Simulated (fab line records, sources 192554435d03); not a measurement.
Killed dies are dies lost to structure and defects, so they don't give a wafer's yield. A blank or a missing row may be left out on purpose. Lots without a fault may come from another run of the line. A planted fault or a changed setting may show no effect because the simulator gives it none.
fab line records | flow n5_finfet
record lots=6 wafers=18 last_day=18
route steps=1938 shown BEOL_M1@771 BEOL_M4@1111 PASSIVATION@1936
lots that met no fault: from a run of the same line without faults
start_h: hours from the record's first day to the start of the lot's first wafer shown | wait_h: hours since the lot's step before | " the same as in the row above | L1.1+2: a row that stands for several wafers | - no value, or no start given | * or withheld: withheld | < > ~ a bound
route shown NAME@n: a module of which the file shows steps, and the number in the route of the first | usual: mean/standard deviation of fault-free wafers | same: alike in all rows | chamber/n: place in a boat | sites: the reading at each site | _std_site: their standard deviation | _edge_site: outer sites' mean less inner sites' | radius_mm: how far each site lies from the wafer's centre | mask NAME#n: copy n | behind: the tool/chamber that last shaped the wafer | hold: why the lot was held/for how many hours/how that ended | device: the transistor (n, p or np) that didn't switch | end of line: the same wafers' tests at the end of the route | a step without rows: its recipe alone | killed: dies lost to structure and defects at the first sort, not the wafer's yield | map: a wafer's dies, x killed, . not, _ none there
set.NAME: the setting as run; set.NAME@STEP: as run at that earlier step | model.NAME: the simulator's own value behind a step, which no gauge read
lots at some steps of the route; a table a step, a row a wafer
services: from which hour (start_h, from the record's first day; less than 0 if before it) a tool's chamber was out of use, for how many hours, and why
## steps
# step N5_BEOL_M1_STRIP_65
# recipe chemistry=N2/H2 temp_c=40 n2_flow_sccm=200 h2_flow_sccm=200 rf_frequency_hz=6e+07
# step N5_BEOL_M1_STRIP_75
# recipe chemistry=N2/H2 temp_c=40 n2_flow_sccm=200 h2_flow_sccm=200 rf_frequency_hz=6e+07
# step N5_BEOL_M1_STRIP_66
# recipe chemistry=CF4 resist=SiARC power_w=300 bias_power_w=75 pressure_mtorr=50 cf4_flow_sccm=150 rf_frequency_hz=6e+07
# step N5_BEOL_M1_HM_OPEN_17
# recipe chemistry=Cl2/BCl3 target_depth_a=200 overetch_a=60 target=TiN mask_material=SOC ion_energy_ev=150 pressure_mtorr=10 icp_w=1000 bias_w=126 Cl2_flow_sccm=53.25 bcl3_flow_sccm=21.75 Ar_flow_sccm=25
# usual drypump_motor_current_A=5.6/0.45 oes_product_au=0.64/0.096 throttle_valve_pct=22.08/0.28
# columns lot.wafer tool chamber start_h wait_h drypump_motor_current_A oes_product_au rf_hours_counter_h throttle_valve_pct
L802.1 rie_metal-01 1 134.45 0.0 5.9 0.71 20 22.17
L802.2 " 0 " " 6.4 0.51 139 22.17
L802.5 " 0 " " 6.4 0.51 - 22.18
L810.1 rie_metal-03 1 187.36 0.0 5.8 0.54 106 21.66
L810.3 " 0 " " 4.7 0.61 - 22.00
L810.6 " 0 " " 4.7 0.62 - 22.01
L812.1 rie_metal-02 1 201.06 0.0 5.4 0.74 14 21.88
L812.2 " 0 " " 5.7 0.54 108 22.50
L812.4 " 1 " " 5.4 0.73 - 21.91
L821.1 rie_metal-01 0 248.25 0.0 6.4 0.77 5 22.11
L821.2 " 1 " " 5.9 0.68 31 22.20
L821.3 " 1 " " 5.9 0.68 - 22.21
L822.2 rie_metal-02 0 251.78 0.0 5.7 0.53 112 22.53
L822.3 " 1 " " 5.4 0.73 - 21.89
L822.4 " 0 " " 5.8 0.54 - 22.51
L824.2 rie_metal-03 1 260.49 0.0 5.8 0.53 112 21.67
L824.3 " 1 " " 5.8 0.53 - 21.70
L824.6 " 1 " " 5.8 0.53 - 21.68
# step N5_BEOL_M1_STRIP_19
# recipe chemistry=O2 power_w=400 temp_c=40 pressure_mtorr=30 rf_frequency_hz=6e+07 bias_power_w=0 overash_fraction=0.2 o2_flow_sccm=225
# usual drypump_motor_current_A=5.6/0.47 oes_product_au=0.78/0.096 rf_vpp_V=3.6/0.47 showerhead_plenum_p_Torr=2.08/0.074 throttle_valve_pct=16.74/0.25
# same overash_fraction=0.2
# columns lot.wafer tool chamber start_h wait_h drypump_motor_current_A oes_product_au rf_hours_counter_h rf_vpp_V showerhead_plenum_p_Torr throttle_valve_pct
L802.1 rie_diel-06 1 134.62 0.1 5.2 0.68 248 4.4 1.98 16.91
L802.2 " 2 " " 4.8 0.67 239 3.9 2.15 16.80
L802.5 " 0 " " 5.3 0.87 - 3.5 2.06 16.84
L810.1 rie_diel-02 1 187.47 0.1 5.9 0.84 70 3.3 2.04 16.38
L810.3 " 2 " " 5.8 0.66 228 3.5 2.04 16.40
L810.6 " 0 " " 5.9 0.75 - 2.9 2.06 16.94
L812.1 rie_diel-06 0 201.35 0.3 5.4 0.85 64 3.9 2.05 16.88
L812.2 " 3 " " 5.3 0.72 174 3.3 1.98 16.85
L812.4 " 0 " " 5.3 0.85 - 3.4 2.06 16.89
L821.1 rie_diel-02 2 248.36 0.1 5.7 0.65 247 4.1 2.04 16.42
L821.2 " 0 " " 6.0 0.74 194 3.4 2.06 16.98
L821.3 " 1 " " 5.9 0.82 88 3.6 2.04 16.41
L822.2 rie_diel-04 3 251.98 0.2 5.3 0.70 229 4.0 2.16 16.66
L822.3 " 0 " " 5.6 0.93 13 2.6 2.08 16.81
L822.4 " 1 " " 6.5 0.77 128 2.7 2.12 16.54
L824.2 rie_diel-06 3 260.67 0.1 5.3 0.71 199 3.7 1.97 16.92
L824.3 " 2 " " 4.8 0.89 26 2.7 2.14 16.35
L824.6 " 0 " " 5.3 0.82 - 3.5 2.05 16.93
# step N5_BEOL_M1_CD_MEAS_18
# recipe pitch_nm=36 target_cd_nm=18
# usual cd_nm=18.1/0.43
# columns lot.wafer tool chamber start_h wait_h cd_nm
L802.1 cd_sem-01 - 134.69 0.0 18.3
L802.2 " - " " 18.6
L802.5 " - " " 17.4
L810.1 cd_sem-02 - 187.54 0.0 17.8
L810.3 " - " " 17.3
L810.6 " - " " 18.2
L812.1 cd_sem-03 - 201.41 0.0 17.6
L812.2 " - " " 17.3
L812.4 " - " " 17.6
L821.1 cd_sem-02 - 248.43 0.0 18.4
L821.2 " - " " 18.7
L821.3 " - " " 18.5
L822.2 cd_sem-03 - 252.05 0.1 18.5
L822.3 " - " " 18.4
L822.4 " - " " 18.6
L824.2 cd_sem-01 - 260.74 0.1 17.9
L824.3 " - " " 18.4
L824.6 " - " " 18.1
# step N5_BEOL_M1_COAT_67
# recipe resist=SOC temp_c=250 time_s=60 spin_rpm=1500 resist_thk_nm=60
# step N5_BEOL_M1_COAT_68
# recipe resist=SiARC temp_c=220 time_s=60 spin_rpm=1500 resist_thk_nm=12
# step N5_BEOL_M1_COAT_76
# recipe resist=underlayer temp_c=205 time_s=60 spin_rpm=1500 resist_thk_nm=5
# step N5_BEOL_M1_COAT_22
# recipe resist=CAR-EUV spin_rpm=1500 resist_thk_nm=30
# step N5_BEOL_M1_EBR_24
# recipe solvent=PGMEA ebr_width_mm=1.5
# step N5_BEOL_M1_SOFTBAKE_23
# recipe temp_c=110 time_s=60 resist=CAR-EUV
# step N5_BEOL_M1_EXPOSE_25
# recipe mask_id=V0 na=0.33 source_shape=quasar sigma_inner=0.2 sigma_outer=0.8 polarization=unpolarized defocus_nm=5 target_cd_nm=24 dose_mj=63
# usual reticle_temp_C=22.97/0.092
# columns lot.wafer tool chamber start_h wait_h mask reticle_temp_C
L802.1 euv_scanner-01 0 135.03 - V0#0 22.93
L802.2 " 0 " " V0#0 23.04
L802.5 " 0 " " V0#0 22.97
L810.1 euv_scanner-01 0 187.71 - V0#0 22.91
L810.3 " 0 " " V0#0 22.77
L810.6 " 0 " " V0#0 22.93
L812.1 euv_scanner-02 0 201.71 - V0#0 23.05
L812.2 " 0 " " V0#0 22.90
L812.4 " 0 " " V0#0 23.18
L821.1 euv_scanner-02 0 248.60 - V0#0 22.92
L821.2 " 0 " " V0#0 22.96
L821.3 " 0 " " V0#0 23.14
L822.2 euv_scanner-02 0 252.23 - V0#0 23.00
L822.3 " 0 " " V0#0 22.93
L822.4 " 0 " " V0#0 22.83
L824.2 euv_scanner-01 0 261.06 - V0#0 22.97
L824.3 " 0 " " V0#0 22.80
L824.6 " 0 " " V0#0 23.01
# step N5_BEOL_M1_PEB_26
# recipe peb_temp_c=100 peb_time_s=60 resist=CAR-EUV
# step N5_BEOL_M1_DEVELOP_27
# recipe develop_time_s=30 developer=TMAH resist=CAR-EUV rinse_liquid=surfactant_rinse dry=air_spin dev_temp_c=23
# step N5_BEOL_M1_CD_MEAS_28
# recipe landing_energy_ev=500 detector=se_inlens target_cd_y_nm=23.3
# usual cd_nm=23.88/0.25
# same landing_energy_ev=500
# columns lot.wafer tool chamber start_h wait_h cd_nm
L802.1 cd_sem-03 0 135.17 - 24.10
L802.2 " 0 " " 24.04
L802.5 " 0 " " 24.31
L810.1 cd_sem-02 0 187.86 - 23.95
L810.3 " 0 " " 23.91
L810.6 " 0 " " 23.60
L812.1 cd_sem-01 0 201.86 - 23.75
L812.2 " 0 " " 24.37
L812.4 " 0 " " 24.03
L821.1 cd_sem-01 0 248.75 - 20.51
L821.2 " 0 " " 14.00
L821.3 " 0 " " 15.51
L822.2 cd_sem-01 0 252.37 - 13.08
L822.3 " 0 " " 21.23
L822.4 " 0 " " 18.28
L824.2 cd_sem-03 0 261.20 - 24.04
L824.3 " 0 " " 23.96
L824.6 " 0 " " 23.83
# step N5_BEOL_M1_OVL_MEAS_29
# recipe points_per_wafer=522
# usual V0_OVL=0.4/0.8
# columns lot.wafer tool chamber start_h wait_h V0_OVL[nm]
L802.1 overlay-02 0 135.20 0.0 0.2
L802.2 " 0 " " -0.2
L802.5 " 0 " " 0.1
L810.1 overlay-02 0 187.89 0.0 0.1
L810.3 " 0 " " 1.4
L810.6 " 0 " " 0.3
L812.1 overlay-02 0 201.89 0.0 0.6
L812.2 " 0 " " 0.6
L812.4 " 0 " " 0.3
L821.1 overlay-02 0 248.78 0.0 -0.1
L821.2 " 0 " " 0.3
L821.3 " 0 " " -0.4
L822.2 overlay-02 0 252.40 0.0 0.7
L822.3 " 0 " " -0.7
L822.4 " 0 " " 0.5
L824.2 overlay-02 0 261.23 0.0 1.3
L824.3 " 0 " " 1.4
L824.6 " 0 " " 1.0
# step N5_BEOL_M1_INSPECT_30
# recipe mode=adi inspect_instrument=brightfield
# usual raw_defect_count=423/100
# columns lot.wafer tool chamber start_h wait_h raw_defect_count
L802.1 defect_inspect-02 - 135.26 0.1 355
L802.2 " - " " 420
L802.5 " - " " 327
L810.1 defect_inspect-01 - 187.95 0.1 400
L810.3 " - " " 559
L810.6 " - " " 439
L812.1 defect_inspect-02 - 201.95 0.1 326
L812.2 " - " " 365
L812.4 " - " " 322
L821.1 defect_inspect-01 - 248.84 0.1 286
L821.2 " - " " 372
L821.3 " - " " 447
L822.2 defect_inspect-01 - 252.46 0.1 382
L822.3 " - " " 393
L822.4 " - " " 446
L824.2 defect_inspect-02 - 261.28 0.0 399
L824.3 " - " " 513
L824.6 " - " " 454
# step N5_BEOL_M1_DESCUM_33
# recipe chemistry=O2 time_s=7 source_power_w=50 bias_power_w=20 pressure_mtorr=20 rf_frequency_hz=2.712e+07 temp_c=40 resist=CAR-EUV o2_flow_sccm=225
# usual drypump_motor_current_A=5.6/0.48 oes_product_au=0.77/0.086 rf_vpp_V=242.8/1 showerhead_plenum_p_Torr=2.07/0.067 throttle_valve_pct=20.5/0.3
# columns lot.wafer tool chamber start_h wait_h drypump_motor_current_A oes_product_au rf_hours_counter_h rf_vpp_V showerhead_plenum_p_Torr throttle_valve_pct
L802.1 rie_diel-04 0 135.45 0.2 5.6 0.70 237 243.2 2.08 21.0
L802.2 " 3 " " 5.3 0.73 195 243.8 2.17 20.3
L802.5 " 1 " " 6.5 0.79 - 243.3 2.13 20.2
L810.1 rie_diel-06 0 187.98 0.0 5.4 0.85 59 242.4 2.05 20.7
L810.3 " 2 " " 4.8 0.97 1 245.2 2.14 20.1
L810.6 " 0 " " 5.4 0.85 - 241.0 2.05 20.7
L812.1 rie_diel-02 0 201.98 0.0 5.9 0.74 180 242.5 2.06 20.7
L812.2 " 2 " " 5.8 0.65 233 242.7 2.04 20.0
L812.4 " 1 " " 5.9 0.84 74 242.7 2.04 20.2
L821.1 rie_diel-02 0 248.87 0.0 6.0 0.74 194 243.4 2.05 20.7
L821.2 " 1 " " 5.9 0.82 88 241.5 2.03 20.2
L821.3 " 2 " " 5.8 0.65 247 242.8 2.03 20.0
L822.2 rie_diel-06 2 252.66 0.2 4.8 0.90 22 242.3 2.14 20.1
L822.3 " 3 " " 5.3 0.71 196 242.0 1.97 20.6
L822.4 " 3 " " 5.3 0.72 - 242.2 1.97 20.6
L824.2 rie_diel-04 3 261.32 0.0 5.3 0.70 232 242.6 2.16 20.3
L824.3 " 0 " " 5.5 0.92 16 244.1 2.07 20.7
L824.6 " 0 " " 5.5 0.92 - 241.8 2.07 20.7
# step N5_BEOL_M1_ETCH_77
# recipe chemistry=N2/H2 target=underlayer target_depth_a=65 mask_material=CAR-EUV time_s=5.2 ion_energy_ev=200 pressure_mtorr=30 source_w=840 bias_w=150 n2_flow_sccm=200 h2_flow_sccm=200 ends=cleared
# step N5_BEOL_M1_ETCH_69
# recipe chemistry=CF4 target=SiARC target_depth_a=156 mask_material=CAR-EUV time_s=26 ion_energy_ev=80 pressure_mtorr=40 source_w=545 bias_w=36 Ar_flow_sccm=100 cf4_flow_sccm=100 ends=cleared
# step N5_BEOL_M1_ALD_98
# recipe material=SiO2 target_thk_a=25 temp_c=100 ald_precursor_family=BDEAS ald_co_reactant=O2-plasma pulse_time_s=1 co_reactant_pulse_time_s=1 purge_time_s=2 co_reactant_purge_time_s=2 ald_cycles=17 pressure_torr=2
# step N5_BEOL_M1_ETCHBACK_99
# recipe chemistry=CHF3 target=SiO2 target_depth_a=50 time_s=10.4 source_w=215 bias_w=47 Ar_flow_sccm=200 CHF3_flow_sccm=12 ion_energy_ev=100 pressure_mtorr=30
# usual drypump_motor_current_A=5.6/0.46 oes_product_au=0.76/0.083 rf_vpp_V=241/6.8 showerhead_plenum_p_Torr=2.14/0.062 throttle_valve_pct=17.2/0.33
# columns lot.wafer tool chamber start_h wait_h drypump_motor_current_A oes_product_au rf_hours_counter_h rf_vpp_V showerhead_plenum_p_Torr throttle_valve_pct
L802.1 rie_diel-06 0 136.70 1.0 5.3 0.87 43 243 2.10 17.1
L802.2 " 1 " " 5.2 0.66 249 247 2.03 17.3
L802.5 " 1 " " 5.1 0.66 - 248 2.03 17.3
L810.1 rie_diel-06 2 188.24 0.1 4.8 0.97 1 240 2.23 16.8
L810.3 " 0 " " 5.4 0.84 59 244 2.09 17.2
L810.6 " 2 " " 4.8 0.97 - 239 2.23 16.8
L812.1 rie_diel-02 1 202.72 0.6 5.9 0.83 74 230 2.08 16.7
L812.2 " 2 " " 5.8 0.67 233 245 2.11 16.9
L812.4 " 3 " " 5.1 0.77 139 244 2.09 17.6
L821.1 rie_diel-04 2 250.58 1.5 6.1 0.67 241 241 2.22 17.5
L821.2 " 0 " " 5.6 0.91 12 236 2.10 17.1
L821.3 " 3 " " 5.3 0.69 229 244 2.24 17.1
L822.2 rie_diel-02 3 254.11 1.3 5.0 0.76 150 246 2.09 17.6
L822.3 " 2 " " 5.8 0.66 247 244 2.11 16.9
L822.4 " 1 " " 5.9 0.82 91 231 2.08 16.8
L824.2 rie_diel-02 1 268.51 7.0 5.9 0.81 94 231 2.08 16.8
L824.3 " 0 " " 5.9 0.73 200 235 2.14 17.5
L824.6 " 1 " " 5.9 0.82 - 230 2.08 16.8
# step N5_BEOL_M1_ETCH_70
# recipe chemistry=N2/H2 target=SOC target_depth_a=800 overetch_a=160 mask_material=SiARC temp_c=40 time_s=120 ion_energy_ev=200 pressure_mtorr=30 source_w=840 bias_w=150 n2_flow_sccm=200 h2_flow_sccm=200
# usual drypump_motor_current_A=5.6/0.46 oes_product_au=0.58/0.061 rf_vpp_V=523.4/2 showerhead_plenum_p_Torr=2.53/0.078 throttle_valve_pct=17.9/0.31
# columns lot.wafer tool chamber start_h wait_h drypump_motor_current_A oes_product_au rf_hours_counter_h rf_vpp_V showerhead_plenum_p_Torr throttle_valve_pct
L802.1 rie_diel-06 0 136.73 0.0 5.3 0.66 43 522.3 2.49 18.0
L802.2 " 1 " " 5.2 0.52 249 520.1 2.41 18.1
L802.5 " 1 " " 5.1 0.52 - 520.5 2.41 18.1
L810.1 rie_diel-06 2 188.27 0.0 4.8 0.75 1 526.2 2.61 17.5
L810.3 " 0 " " 5.3 0.64 59 521.7 2.48 18.0
L810.6 " 2 " " 4.8 0.74 - 525.7 2.61 17.5
L812.1 rie_diel-02 1 202.76 0.0 5.9 0.63 74 522.0 2.46 17.5
L812.2 " 2 " " 5.8 0.52 233 521.3 2.52 17.7
L812.4 " 3 " " 5.1 0.58 139 522.2 2.43 18.1
L821.1 rie_diel-04 2 250.62 0.0 6.1 0.52 241 527.0 2.63 18.5
L821.2 " 0 " " 5.6 0.70 12 523.5 2.50 17.9
L821.3 " 3 " " 5.3 0.54 229 525.3 2.64 17.9
L822.2 rie_diel-02 3 254.15 0.0 5.1 0.58 150 519.9 2.42 18.1
L822.3 " 2 " " 5.8 0.51 247 521.2 2.52 17.7
L822.4 " 1 " " 5.9 0.62 91 522.4 2.45 17.5
L824.2 rie_diel-02 1 268.55 0.0 5.9 0.62 94 522.6 2.45 17.5
L824.3 " 0 " " 6.0 0.56 200 522.0 2.50 18.1
L824.6 " 1 " " 5.9 0.62 - 521.8 2.45 17.5
# step N5_BEOL_M1_STRIP_71
# recipe chemistry=N2/H2 temp_c=40 n2_flow_sccm=200 h2_flow_sccm=200 rf_frequency_hz=6e+07
# step N5_BEOL_M1_STRIP_78
# recipe chemistry=N2/H2 temp_c=40 n2_flow_sccm=200 h2_flow_sccm=200 rf_frequency_hz=6e+07
# step N5_BEOL_M1_VIA_ETCH_34
# recipe chemistry=C4F6/O2 target_depth_a=678 mask_material=SOC pressure_mtorr=15 ion_energy_ev=250 taper_deg=4 time_s=64.4 source_w=350 bias_w=170 Ar_flow_sccm=300 C4F6_flow_sccm=10 O2_flow_sccm=10
# usual O2_flow_sccm=10.00/0.031 drypump_motor_current_A=5.6/0.46 oes_product_au=0.76/0.084 rf_vpp_V=667/18 showerhead_plenum_p_Torr=2.83/0.079 throttle_valve_pct=30.9/0.51
# columns lot.wafer tool chamber start_h wait_h O2_flow_sccm drypump_motor_current_A oes_product_au rf_hours_counter_h rf_vpp_V showerhead_plenum_p_Torr throttle_valve_pct model.BEOL_M1.cd_nm
L802.1 rie_diel-06 0 136.83 0.0 10.03 5.4 0.86 43 672 2.77 31.0 17.6
L802.2 " 1 " " 10.06 5.1 0.66 249 682 2.69 30.9 17.6
L802.5 " 1 " " 10.03 5.1 0.66 - 683 2.69 30.9 17.8
L810.1 rie_diel-06 2 188.37 0.0 10.00 4.8 0.96 1 659 2.94 30.8 18
L810.3 " 0 " " 9.97 5.4 0.85 59 671 2.76 31.0 17.4
L810.6 " 2 " " 10.05 4.8 0.97 - 659 2.95 30.8 18.2
L812.1 rie_diel-02 1 202.86 0.0 10.00 5.9 0.83 74 640 2.76 30.5 18
L812.2 " 2 " " 10.01 5.8 0.66 233 675 2.79 30.1 18
L812.4 " 3 " " 10.00 5.1 0.77 139 679 2.76 31.5 17.6
L821.1 rie_diel-04 2 250.72 0.0 9.96 6.1 0.68 241 666 2.93 31.5 14.6
L821.2 " 0 " " 10.01 5.6 0.91 12 650 2.78 30.9 7.6
L821.3 " 3 " " 9.97 5.3 0.69 229 673 2.95 30.7 9.8
L822.2 rie_diel-02 3 254.25 0.0 9.98 5.1 0.76 150 679 2.76 31.5 6.8
L822.3 " 2 " " 9.99 5.8 0.65 247 676 2.78 30.1 15
L822.4 " 1 " " 10.00 5.9 0.83 91 639 2.75 30.5 12.8
L824.2 rie_diel-02 1 268.65 0.0 10.01 5.9 0.82 95 639 2.75 30.5 18.4
L824.3 " 0 " " 10.03 6.0 0.73 200 651 2.82 31.2 17.6
L824.6 " 1 " " 10.03 5.9 0.81 - 639 2.75 30.5 18.2
# step N5_BEOL_M1_STRIP_83
# recipe chemistry=C4F6/O2 resist=SiARC rf_frequency_hz=6e+07
# step N5_BEOL_M4_RC_MEAS_101
# usual DIBL_N=35.4/2.1 DIBL_P=34.8/2.6 IOFF_N=0.15/0.037 IOFF_P=0.19/0.037 ION_N=677/16 ION_P=462/9.3 SS_N=71.4/0.75 SS_P=72.9/0.77 VT_N=250/3.7 VT_P=-251/3.5
# columns lot.wafer tool chamber start_h wait_h DIBL_N[mV/V] DIBL_P[mV/V] IOFF_N[nA/um] IOFF_P[nA/um] ION_N[uA/um] ION_P[uA/um] SS_N[mV/dec] SS_P[mV/dec] VT_N[mV] VT_P[mV]
L802.1 prober-02 0 183.59 0.0 31.6 28.4 0.09 0.16 664 473 70.1 72.4 255 -252
L802.2 " 0 " " 35.5 33.2 0.14 0.21 680 470 71.0 72.9 250 -249
L802.5 " 0 " " 34.3 31.4 0.13 0.18 680 463 70.9 72.7 248 -249
L810.1 prober-01 0 230.41 0.0 36.5 38.0 0.17 0.20 672 455 71.6 73.8 247 -252
L810.3 " 0 " " 30.1 29.5 0.08 0.12 652 453 69.9 71.4 255 -258
L810.6 " 0 " " 33.4 34.1 0.12 0.16 664 454 71.1 72.7 252 -254
L812.1 prober-02 0 251.21 0.0 35.4 34.5 0.16 0.18 686 469 71.9 72.8 250 -249
L812.2 " 0 " " 36.9 36.9 0.18 0.22 691 473 71.5 73.6 247 -248
L812.4 " 0 " " 37.4 35.8 0.16 0.19 667 453 72.0 72.2 250 -251
L822.3 prober-01 0 304.12 0.6 34.0 33.2 0.13 0.18 675 467 71.4 72.7 251 -249
L824.2 prober-02 0 326.19 0.2 36.8 37.0 0.18 0.19 703 462 72.1 73.5 248 -252
L824.3 " 0 " " 34.6 36.3 0.15 0.20 689 468 71.3 72.6 247 -252
L824.6 " 0 " " 33.5 32.9 0.12 0.15 680 463 71.7 72.2 251 -256
# step N5_PASSIVATION_PROBE_49
# usual defect_limited_yield=90.5/1.7 killed_at_M0_to_M3=37/12 killed_at_M4_up=14/5.2 killed_at_contacts=12/5.9 killed_at_front_end=45/14 killed_at_other=3.5/2.8 killed_dies=112/21 killed_open=73/15 killed_short=36/8.9 sort_bin_5_function=5.6/1.2 sort_bin_6_memory=3.5/0.68 sort_n_pass=1068/21 sort_yield_pct=90.5/1.8
# same gross_dies=1180 killed_at_back_side=0 sort_bin_4_leakage[%]=0 sort_bin_8_speed[%]=0
# columns lot.wafer tool chamber start_h wait_h defect_limited_yield[%] killed_at_M0_to_M3 killed_at_M4_up killed_at_contacts killed_at_front_end killed_at_other killed_dies killed_open killed_short sort_bin_5_function[%] sort_bin_6_memory[%] sort_n_pass sort_yield_pct[%]
L810.1 prober-01 - 342.61 0.0 91.1 26 15 9 53 2 105 63 42 4.6 3.6 1075 91.1
L810.3 prober-01 - 342.71 0.1 92.0 27 8 17 42 0 94 59 34 4.5 2.9 1086 92.0
L810.6 prober-01 - 342.86 0.3 91.9 36 13 11 32 4 96 68 26 5.3 2.8 1084 91.9
L812.1 prober-02 - 361.08 0.0 90.2 24 24 11 55 2 116 69 45 5.7 4.0 1064 90.2
L812.2 prober-02 - 361.13 0.1 90.2 29 20 11 54 2 116 76 36 6.6 3.1 1064 90.2
L812.4 prober-02 - 361.23 0.2 88.1 39 30 15 54 3 141 96 43 6.9 4.5 1039 88.1
L821.1 prober-01 - 401.99 0.0 31.5 729 20 16 41 2 808 71 40 64.7 3.6 372 31.5
L821.2 prober-01 - 402.04 0.1 0 1116 13 17 33 1 1180 62 28 96.8 3.0 0 0
L822.2 prober-01 - 407.28 0.1 0 1098 11 15 41 15 1180 78 34 96.2 3.6 0 0
L822.4 prober-01 - 407.38 0.2 0 1091 8 8 63 10 1180 63 53 96.1 3.2 0 0
# killed by level:class
L810.1 FIN_SAQP:geometric_particle:open=19 FIN_SAQP:geometric_particle:short=14 MOL_CONTACT_COAG:geometric_particle:open=6 BEOL_M1:geometric_particle:open=5 SPACER0:geometric_particle:short=4 BEOL_M0_SAQP:geometric_particle:short=4 BEOL_M7:geometric_particle:open=4 GATE_CUT:geometric_particle:short=3
L810.3 MOL_CONTACT_COAG:geometric_particle:open=12 FIN_SAQP:geometric_particle:short=9 STI_FIN_REVEAL:geometric_particle:open=8 BEOL_M0_SAQP:geometric_particle:short=7 FIN_SAQP:geometric_particle:open=6 BEOL_M3:geometric_particle:open=6 BEOL_M0_SAQP:geometric_particle:open=5 MOL_CONTACT_COAG:geometric_particle:short=5
L810.6 STI_FIN_REVEAL:geometric_particle:open=10 MOL_CONTACT_COAG:geometric_particle:open=8 BEOL_M0_SAQP:geometric_particle:short=8 BEOL_M2:geometric_particle:open=7 BEOL_M3:geometric_particle:open=7 BEOL_M4:geometric_particle:open=7 BEOL_M0_SAQP:geometric_particle:open=6 FIN_SAQP:geometric_particle:short=4
L812.1 FIN_SAQP:geometric_particle:open=11 GATE_CUT:geometric_particle:open=10 BEOL_M0_SAQP:geometric_particle:open=10 FIN_SAQP:geometric_particle:short=9 BEOL_M4:geometric_particle:open=9 BEOL_M0_SAQP:geometric_particle:short=7 GATE_CUT:geometric_particle:short=6 MOL_CONTACT_COAG:geometric_particle:open=6
L812.2 FIN_SAQP:geometric_particle:open=14 MOL_CONTACT_COAG:geometric_particle:open=10 BEOL_M4:geometric_particle:open=10 GATE_CUT:geometric_particle:short=7 BEOL_M1:geometric_particle:open=6 BEOL_M2:geometric_particle:open=6 FIN_SAQP:geometric_particle:short=4 ILD0:geometric_particle:open=4
L812.4 BEOL_M4:geometric_particle:open=19 MOL_CONTACT_COAG:geometric_particle:open=13 FIN_SAQP:geometric_particle:open=10 STI_FIN_REVEAL:geometric_particle:open=10 GATE_CUT:geometric_particle:short=10 BEOL_M2:geometric_particle:open=9 BEOL_M0_SAQP:geometric_particle:short=8 FIN_SAQP:geometric_particle:short=6
L821.1 BEOL_M1:area_expose=693 MOL_CONTACT_COAG:geometric_particle:open=14 BEOL_M1:geometric_particle:open=8 GATE_CUT:geometric_particle:short=7 BEOL_M0:geometric_particle:open=7 FIN_SAQP:geometric_particle:short=5 STI_FIN_REVEAL:geometric_particle:open=5 BEOL_M2:geometric_particle:open=5
L821.2 BEOL_M1:area_expose=1087 BEOL_M3:geometric_particle:open=11 MOL_CONTACT_COAG:geometric_particle:open=10 MOL_CONTACT_COAG:geometric_particle:short=7 STARTING-WAFER:geometric_particle:short=6 FIN_SAQP:geometric_particle:short=5 BEOL_M0_SAQP:geometric_particle:open=5 BEOL_M1:geometric_particle:open=5
L822.2 BEOL_M1:area_expose=1066 FIN_SAQP:geometric_particle:short=14 MOL_CONTACT_COAG:geometric_particle:open=13 FIN_SAQP:geometric_particle:open=9 BEOL_M3:geometric_particle:open=8 MIM_TOP:geometric_particle:open=7 BEOL_M0_SAQP:geometric_particle:short=6 BEOL_M0_SAQP:geometric_particle:open=5
L822.4 BEOL_M1:area_expose=1063 STI_FIN_REVEAL:geometric_particle:open=16 FIN_SAQP:geometric_particle:short=11 GATE_CUT:geometric_particle:short=8 FIN_SAQP:geometric_particle:open=6 GATE_CUT:geometric_particle:open=6 BEOL_M2:geometric_particle:open=6 MOL_CONTACT_COAG:geometric_particle:open=5
## services
# columns tool chamber start_h hours kind
rie_diel-06 2 112.41 19.7 repair
rie_metal-03 0 118.19 7.1 repair
euv_scanner-02 - 122.40 4.6 pm
rie_metal-01 - 128.06 0.1 repair
euv_scanner-02 - 134.03 1.0 pm
euv_scanner-01 - 135.33 1.0 pm
rie_diel-04 0 138.95 5.4 repair
euv_scanner-02 - 148.81 0.5 repair
rie_diel-02 1 177.11 5.9 repair
rie_diel-06 1 184.00 81.3 repair
euv_scanner-02 - 190.18 1.0 pm
euv_scanner-01 - 191.48 1.0 pm
rie_diel-02 3 191.84 6.5 repair
rie_diel-04 2 198.53 2.8 repair
rie_diel-06 2 218.19 13.6 repair
euv_scanner-02 - 219.64 13.5 repair
rie_diel-06 0 220.16 6.2 repair
rie_diel-02 3 243.66 9.1 repair
euv_scanner-02 - 246.33 1.0 pm
euv_scanner-01 - 247.63 1.0 pm
rie_diel-02 2 249.10 3.6 repair
euv_scanner-02 - 260.00 5.8 pm
rie_diel-06 - 266.11 2.8 pm
rie_diel-04 0 266.58 4.5 repair
## key
first_sign step=N5_BEOL_M1_CD_MEAS_28 reading=cd_nm direction=down sigmas=27 usual=23.88 struck=17.10
effect step=N5_PASSIVATION_PROBE_49 reading=killed_at_M0_to_M3 direction=up sigmas=80 usual=37 struck=1008
model_effect step=N5_BEOL_M1_VIA_ETCH_34 value=BEOL_M1.cd_nm without=17.8 struck=11.1
more_kills_born_at N5_BEOL_M1_EXPOSE_25@euv_scanner-02=3908
met_at N5_BEOL_M1_EXPOSE_25
struck_wafers L821.1,L821.2,L821.3,L822.2,L822.3,L822.4
rows_end L821.3,L822.3
later_rows_left_out L821.1,L821.2,L822.2,L822.4
onset_between 201.71 248.60
fault kind=process_parameter_drift tool=euv_scanner-02 chamber=- onset_h=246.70 steps=N5_BEOL_M1_EXPOSE_25 channel=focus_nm offset=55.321 spread_by_wafer=0.3 shape=step
# later_rows_left_out: the simulator's readings of these wafers behind a module that went badly wrong aren't trusted and aren't shown, but for the sort
# rows_end: these wafers met a further fault down the route, and their rows from its step on are left out
